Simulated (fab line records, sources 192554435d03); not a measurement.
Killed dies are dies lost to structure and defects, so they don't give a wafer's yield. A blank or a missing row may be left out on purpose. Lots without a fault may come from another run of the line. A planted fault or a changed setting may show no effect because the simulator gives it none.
fab line records | flow n5_finfet | part 2 of 2: steps 22 to 28 of 28
record lots=5 wafers=15 last_day=17
route steps=1938 shown BEOL_M2@859
lots that met no fault: from a run of the same line without faults
start_h: hours from the record's first day to the start of the lot's first wafer shown | wait_h: hours since the lot's step before | " the same as in the row above | L1.1+2: a row that stands for several wafers | - no value, or no start given | * or withheld: withheld | < > ~ a bound
route shown NAME@n: a module of which the file shows steps, and the number in the route of the first | usual: mean/standard deviation of fault-free wafers | same: alike in all rows | chamber/n: place in a boat | sites: the reading at each site | _std_site: their standard deviation | _edge_site: outer sites' mean less inner sites' | radius_mm: how far each site lies from the wafer's centre | mask NAME#n: copy n | behind: the tool/chamber that last shaped the wafer | hold: why the lot was held/for how many hours/how that ended | device: the transistor (n, p or np) that didn't switch | end of line: the same wafers' tests at the end of the route | a step without rows: its recipe alone | killed: dies lost to structure and defects at the first sort, not the wafer's yield | map: a wafer's dies, x killed, . not, _ none there
set.NAME: the setting as run; set.NAME@STEP: as run at that earlier step | model.NAME: the simulator's own value behind a step, which no gauge read
lots at some steps of the route; a table a step, a row a wafer
services: from which hour (start_h, from the record's first day; less than 0 if before it) a tool's chamber was out of use, for how many hours, and why
## steps
# step N5_BEOL_M2_ETCH_77
# recipe chemistry=N2/H2 target=underlayer target_depth_a=65 mask_material=CAR-EUV time_s=5.2 ion_energy_ev=200 pressure_mtorr=30 source_w=840 bias_w=150 n2_flow_sccm=200 h2_flow_sccm=200 ends=cleared
# usual drypump_motor_current_A=5.7/0.61 etch_rf_on_time_s=5.14/0.13 oes_product_au=0.68/0.084 rf_vpp_V=523.9/2.8 showerhead_plenum_p_Torr=2.55/0.095 throttle_valve_pct=17.92/0.28
# columns lot.wafer tool chamber start_h wait_h drypump_motor_current_A etch_rf_on_time_s oes_product_au rf_hours_counter_h rf_vpp_V showerhead_plenum_p_Torr throttle_valve_pct
L087.2 rie_diel-06 2 210.52 0.0 5.1 5.29 0.66 101 527.7 2.68 17.72
L087.4 " 2 " " 5.1 5.23 0.66 - 529.5 2.68 17.73
L087.5 " 3 " " 5.9 5.23 0.67 - 525.7 2.57 17.84
L090.3 rie_diel-05 0 229.12 0.0 4.8 4.83 0.86 6 528.2 2.72 17.77
L090.4 " 1 " " 5.3 5.00 0.81 16 527.4 2.71 17.96
L090.6 " 2 " " 5.3 5.25 0.70 - 524.2 2.57 17.46
L093.1 rie_diel-05 2 258.71 0.0 5.3 5.33 0.69 79 526.0 2.56 17.51
L093.3 " 1 " " 5.3 5.08 0.77 28 528.0 2.71 18.02
L093.6 " 1 " " 5.3 5.04 0.77 - 528.5 2.71 17.99
L095.2 rie_diel-06 3 262.31 0.0 5.9 5.19 0.66 127 524.3 2.56 17.88
L095.5 " 3 " " 5.9 5.18 0.65 - 525.0 2.56 17.87
L095.6 " 0 " " 6.2 5.11 0.80 - 522.9 2.50 17.86
L094.2 rie_diel-04 2 266.90 0.0 5.7 5.35 0.76 33 520.9 2.48 17.71
L094.3 " 0 " " 6.7 5.21 0.62 216 527.8 2.62 17.96
L094.5 " 2 " " 5.7 5.35 0.75 - 520.5 2.47 17.75
# step N5_BEOL_M2_ETCH_69
# recipe chemistry=CF4 target=SiARC target_depth_a=156 mask_material=CAR-EUV time_s=26 ion_energy_ev=80 pressure_mtorr=40 source_w=545 bias_w=36 Ar_flow_sccm=100 cf4_flow_sccm=100 ends=cleared
# usual drypump_motor_current_A=5.6/0.6 etch_rf_on_time_s=25.8/0.66 oes_product_au=0.68/0.084 rf_vpp_V=184.1/1.3 showerhead_plenum_p_Torr=2.15/0.077 throttle_valve_pct=15.66/0.3
# columns lot.wafer tool chamber start_h wait_h drypump_motor_current_A etch_rf_on_time_s oes_product_au rf_hours_counter_h rf_vpp_V showerhead_plenum_p_Torr throttle_valve_pct
L087.2 rie_diel-06 2 210.54 0.0 5.1 26.6 0.66 101 184.7 2.28 15.53
L087.4 " 2 " " 5.1 26.3 0.66 - 185.4 2.28 15.51
L087.5 " 3 " " 5.8 26.0 0.67 - 184.6 2.15 15.60
L090.3 rie_diel-05 0 229.13 0.0 4.8 24.4 0.85 6 184.5 2.28 15.45
L090.4 " 1 " " 5.3 25.1 0.80 16 186.4 2.26 15.55
L090.6 " 2 " " 5.3 26.0 0.71 - 185.1 2.15 15.20
L093.1 rie_diel-05 2 258.73 0.0 5.3 25.8 0.70 79 186.6 2.15 15.22
L093.3 " 1 " " 5.3 25.3 0.77 28 183.9 2.25 15.58
L093.6 " 1 " " 5.3 25.2 0.77 - 185.7 2.25 15.58
L095.2 rie_diel-06 3 262.32 0.0 5.9 26.3 0.65 127 184.8 2.15 15.64
L095.5 " 3 " " 5.9 26.0 0.65 - 184.5 2.15 15.63
L095.6 " 0 " " 6.2 25.1 0.81 - 183.0 2.10 15.58
L094.2 rie_diel-04 2 266.92 0.0 5.7 26.3 0.76 33 182.9 2.08 15.45
L094.3 " 0 " " 6.7 25.8 0.61 216 183.1 2.21 15.76
L094.5 " 2 " " 5.7 26.4 0.75 - 185.0 2.08 15.45
# step N5_BEOL_M2_ALD_98
# recipe material=SiO2 target_thk_a=25 temp_c=100 ald_precursor_family=BDEAS ald_co_reactant=O2-plasma pulse_time_s=1 co_reactant_pulse_time_s=1 purge_time_s=2 co_reactant_purge_time_s=2 ald_cycles=17 pressure_torr=2
# usual heater_power_w=72/4.7 precursor_pulse_height_rel=0.999/0.021
# columns lot.wafer tool chamber start_h wait_h heater_power_w precursor_pulse_height_rel
L087.2 ald_sin-01 0 210.62 0.1 71 0.989
L087.4 " 2 " " 74 0.991
L087.5 " 2 " " 73 0.974
L090.3 ald_sin-01 3 229.22 0.1 78 1.012
L090.4 " 1 " " 74 1.003
L090.6 " 1 " " 74 1.014
L093.1 ald_sin-04 1 258.81 0.1 68 0.996
L093.3 " 3 " " 66 0.994
L093.6 " 2 " " 76 0.984
L095.2 ald_sin-03 0 262.41 0.1 73 0.974
L095.5 " 2 " " 82 0.989
L095.6 " 3 " " 68 1.004
L094.2 ald_sin-01 0 267.00 0.1 70 0.982
L094.3 " 3 " " 78 0.961
L094.5 " 2 " " 75 0.980
# step N5_BEOL_M2_ETCHBACK_99
# recipe chemistry=CHF3 target=SiO2 target_depth_a=50 time_s=10.4 source_w=215 bias_w=47 Ar_flow_sccm=200 CHF3_flow_sccm=12 ion_energy_ev=100 pressure_mtorr=30
# usual drypump_motor_current_A=5.7/0.6 oes_f_703_au=0.80/0.098 oes_product_au=0.81/0.1 rf_vpp_V=245/5.9 showerhead_plenum_p_Torr=2.16/0.078 throttle_valve_pct=17.1/0.32
# columns lot.wafer tool chamber start_h wait_h drypump_motor_current_A oes_f_703_au oes_product_au rf_hours_counter_h rf_vpp_V showerhead_plenum_p_Torr throttle_valve_pct
L087.2 rie_diel-05 2 220.02 9.4 5.3 0.82 0.85 63 240 2.15 16.5
L087.4 " 0 " " 4.8 1.04 1.02 2 245 2.31 17.0
L087.5 " 3 " " 6.3 0.90 0.92 - 248 2.19 16.9
L090.3 rie_diel-04 3 230.60 1.3 6.2 0.73 0.75 143 247 2.09 17.5
L090.4 " 3 " " 6.2 0.73 0.75 - 247 2.09 17.5
L090.6 " 0 " " 6.7 0.72 0.72 - 252 2.22 17.1
L093.1 rie_diel-04 2 259.40 0.5 5.7 0.86 0.90 30 249 2.07 16.8
L093.3 " 0 " " 6.7 0.72 0.72 213 251 2.22 17.2
L093.6 " 3 " " 6.2 0.72 0.75 - 245 2.09 17.5
L095.2 rie_diel-04 2 266.19 3.7 5.7 0.86 0.89 33 248 2.07 16.8
L095.5 " 2 " " 5.7 0.85 0.89 - 248 2.07 16.8
L095.6 " 3 " " 6.2 0.71 0.74 - 248 2.09 17.5
L094.2 rie_diel-04 0 272.87 5.8 6.7 0.72 0.72 217 252 2.22 17.2
L094.3 " 2 " " 5.6 0.86 0.89 34 250 2.07 16.8
L094.5 " 3 " " 6.2 0.72 0.75 - 247 2.09 17.5
# step N5_BEOL_M2_ETCH_70
# recipe chemistry=N2/H2 target=SOC target_depth_a=800 overetch_a=240 mask_material=SiARC temp_c=40 time_s=130 ion_energy_ev=200 pressure_mtorr=30 source_w=840 bias_w=150 n2_flow_sccm=200 h2_flow_sccm=200
# usual drypump_motor_current_A=5.7/0.6 oes_product_au=0.59/0.071 rf_vpp_V=524.2/2.5 showerhead_plenum_p_Torr=2.56/0.094 throttle_valve_pct=17.85/0.26
# columns lot.wafer tool chamber start_h wait_h drypump_motor_current_A oes_product_au rf_hours_counter_h rf_vpp_V showerhead_plenum_p_Torr throttle_valve_pct
L087.2 rie_diel-05 2 220.06 0.0 5.3 0.62 63 527.2 2.57 17.42
L087.4 " 0 " " 4.8 0.73 2 528.3 2.72 17.70
L087.5 " 3 " " 6.3 0.66 - 525.2 2.61 17.70
L090.3 rie_diel-04 3 230.64 0.0 6.2 0.56 143 521.4 2.44 18.18
L090.4 " 3 " " 6.2 0.56 - 520.5 2.44 18.19
L090.6 " 0 " " 6.7 0.54 - 524.5 2.63 17.89
L093.1 rie_diel-04 2 259.44 0.0 5.6 0.65 30 523.7 2.48 17.65
L093.3 " 0 " " 6.7 0.53 213 526.3 2.63 17.90
L093.6 " 3 " " 6.2 0.56 - 520.3 2.43 18.20
L095.2 rie_diel-04 2 266.23 0.0 5.7 0.65 33 522.6 2.48 17.66
L095.5 " 2 " " 5.7 0.65 - 522.9 2.47 17.67
L095.6 " 3 " " 6.2 0.55 - 520.9 2.43 18.22
L094.2 rie_diel-04 0 272.90 0.0 6.7 0.52 217 525.2 2.62 17.90
L094.3 " 2 " " 5.7 0.65 34 522.9 2.47 17.66
L094.5 " 3 " " 6.2 0.55 - 521.4 2.43 18.21
# step N5_BEOL_M2_STRIP_71
# recipe chemistry=N2/H2 temp_c=40 n2_flow_sccm=200 h2_flow_sccm=200 rf_frequency_hz=6e+07
# columns lot.wafer tool chamber start_h wait_h
L087.2+4+5 rie_diel-05 2,0,3 220.14 0.0
L090.3+4+6 rie_diel-04 3,3,0 230.72 0.0
L093.1+3+6 rie_diel-04 2,0,3 259.52 0.0
L095.2+5+6 rie_diel-04 2,2,3 266.32 0.0
L094.2+3+5 rie_diel-04 0,2,3 272.99 0.0
# step N5_BEOL_M2_STRIP_78
# recipe chemistry=N2/H2 temp_c=40 n2_flow_sccm=200 h2_flow_sccm=200 rf_frequency_hz=6e+07
# columns lot.wafer tool chamber start_h wait_h
L087.2+4+5 rie_diel-05 2,0,3 220.15 0.0
L090.3+4+6 rie_diel-04 3,3,0 230.73 0.0
L093.1+3+6 rie_diel-04 2,0,3 259.53 0.0
L095.2+5+6 rie_diel-04 2,2,3 266.33 0.0
L094.2+3+5 rie_diel-04 0,2,3 273.00 0.0
## services
# columns tool chamber start_h hours kind
euv_scanner-01 - 188.86 1.0 pm
rie_diel-06 0 197.25 - clean
rie_diel-06 0 197.25 - consumable_replace:focus_ring
euv_scanner-01 - 200.38 4.6 pm
rie_diel-05 0 200.40 - clean
rie_diel-05 0 200.40 - consumable_replace:focus_ring
rie_diel-05 0 200.40 - consumable_replace:showerhead
rie_diel-05 0 200.40 14.8 scheduled_down
rie_diel-05 0 200.40 14.8 vent_cycle
ald_sin-03 0 207.35 4.5 repair
rie_diel-04 1 214.39 - clean
rie_diel-04 1 214.39 - consumable_replace:focus_ring
rie_diel-04 1 214.39 16.8 scheduled_down
rie_diel-04 1 214.39 16.8 vent_cycle
ald_sin-03 0 219.36 18.2 repair
euv_scanner-02 - 227.74 1.8 repair
rie_metal-03 - 228.42 2.8 pm
euv_scanner-02 - 232.91 1.0 pm
rie_diel-04 1 235.62 8.8 repair
rie_diel-05 3 239.05 115.1 repair
euv_scanner-01 - 245.01 1.0 pm
rie_metal-03 - 264.48 1.2 repair
euv_scanner-02 - 269.28 4.6 pm
rie_metal-03 0 269.77 1.1 repair
